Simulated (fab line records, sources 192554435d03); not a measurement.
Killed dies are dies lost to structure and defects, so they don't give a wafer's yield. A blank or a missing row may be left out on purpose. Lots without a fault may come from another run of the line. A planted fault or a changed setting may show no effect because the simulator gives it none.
Split-lot experiment | flow n5_finfet | 7 lots, 21 wafers read, on a route of 1938 steps

THE SPLIT
At N5_HKMG_FIN_EXPOSE_46 (exposes mask NDIPOLE), the setting dose_mj was moved away from the recipe's 40 on 7 of the 21 wafers read, by +4.6% to +7.3%. The other wafers ran this setting at the recipe's value.

FROM THE SPLIT TO THE READING: what the file shows between them, 2 steps
- N5_HKMG_FIN_PEB_47: peb time 60 s
- N5_HKMG_FIN_DEVELOP_48: develop time 30 s

THE READING
cd_nm, in nm, at N5_HKMG_FIN_CD_MEAS_49 (target cd 202 nm). Fault-free wafers of this fab line usually give 202.1 nm, standard deviation 0.66 nm.

wafer  | tool, chamber at the split | dose_mj as run | against the recipe | cd_nm, nm | against lot-mates on the recipe
L074.1 | arfi_scanner-03, 0         | 40             | recipe             | 202.1     | -
L074.4 | arfi_scanner-03, 0         | 40             | recipe             | 202.8     | -
L074.6 | arfi_scanner-03, 0         | 42.78          | +7.0%              | 205.5     | +3.1
L078.1 | arfi_scanner-01, 0         | 40             | recipe             | 201.8     | -
L078.2 | arfi_scanner-01, 0         | 40             | recipe             | 202.9     | -
L078.6 | arfi_scanner-01, 0         | 40             | recipe             | 202.5     | -
L079.1 | arfi_scanner-03, 0         | 40             | recipe             | 202.7     | -
L079.2 | arfi_scanner-03, 0         | 41.84          | +4.6%              | 204.8     | +2.6
L079.6 | arfi_scanner-03, 0         | 40             | recipe             | 201.8     | -
L085.1 | arfi_scanner-01, 0         | 42.9           | +7.3%              | 206.1     | +3.7
L085.3 | arfi_scanner-01, 0         | 40             | recipe             | 202.4     | -
L085.5 | arfi_scanner-01, 0         | 42.9           | +7.3%              | 206.6     | +4.2
L093.1 | arfi_scanner-02, 0         | 40             | recipe             | 201.5     | -
L093.4 | arfi_scanner-02, 0         | 42.64          | +6.6%              | 205.3     | +3.8
L093.6 | arfi_scanner-02, 0         | 42.64          | +6.6%              | 206.5     | +5.0
L094.4 | arfi_scanner-02, 0         | 40             | recipe             | 202.2     | -
L094.5 | arfi_scanner-02, 0         | 40             | recipe             | 202.5     | -
L094.6 | arfi_scanner-02, 0         | 40             | recipe             | 202.0     | -
L095.1 | arfi_scanner-03, 0         | 40             | recipe             | 203.1     | -
L095.2 | arfi_scanner-03, 0         | 40             | recipe             | 202.0     | -
L095.6 | arfi_scanner-03, 0         | 42.84          | +7.1%              | 207.8     | +5.2

THE FIT
A straight line over all 21 wafers: cd_nm changes by +0.573 nm for each +1% of dose_mj; r = +0.96; the points scatter about the line by 0.58 nm.
The same after taking each lot's own level away (the mean of its wafers on the recipe; 21 wafers): +0.595 nm for each +1%; r = +0.96; scatter 0.55 nm.
On that fit, the largest move of dose_mj shifts the reading by 4.3 nm.
The lots' own levels span 201.50 to 202.55 nm, that is 1.6 times the standard deviation above.
So the lot-to-lot level changes the slope little: the two slopes agree.
Check: with one of the wafers moved furthest among these (+7.3%) left out of the fit, the line predicts +4.43 nm for it against its lot-mates. It came out at +3.7 nm against them.

OTHER SPLITS ON THESE WAFERS
These wafers also went through other splits before the reading. Each is held against what the fit with the lots' levels taken away leaves over:
other split on the same wafers | wafers away from the commonest value | r with cd_nm (lot level and that fit taken away)
N5_SD_EPI_P_COAT_03 spin_rpm   | 9                                    | +0.04

THE WHOLE CHAIN: every reading that the file lists as answering this split, in the file's order
step                   | what it does                                           | reading                                                                | change (the file's fit)               | r (the file's)
N5_HKMG_FIN_CD_MEAS_49 | target cd 202 nm                                       | cd_nm                                                                  | +0.59 nm for each +1% of the setting  | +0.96
N5_HKMG_FIN_ETCH_54    | etches SiARC in CF4, target depth 45.5 nm, time 75.8 s | HKMG_FIN.cd_offset_nm (the simulator's own value, which no gauge read) | +0.572 nm for each +1% of the setting | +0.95
N5_HKMG_FIN_ETCH_55    | etches SOC in N2/H2, target depth 240 nm, time 300 s   | HKMG_FIN.cd_offset_nm (the simulator's own value, which no gauge read) | +0.539 nm for each +1% of the setting | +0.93

THE FILE'S OWN FIT
cd_nm changes by +0.59 nm for each +1% of dose_mj, r = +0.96.
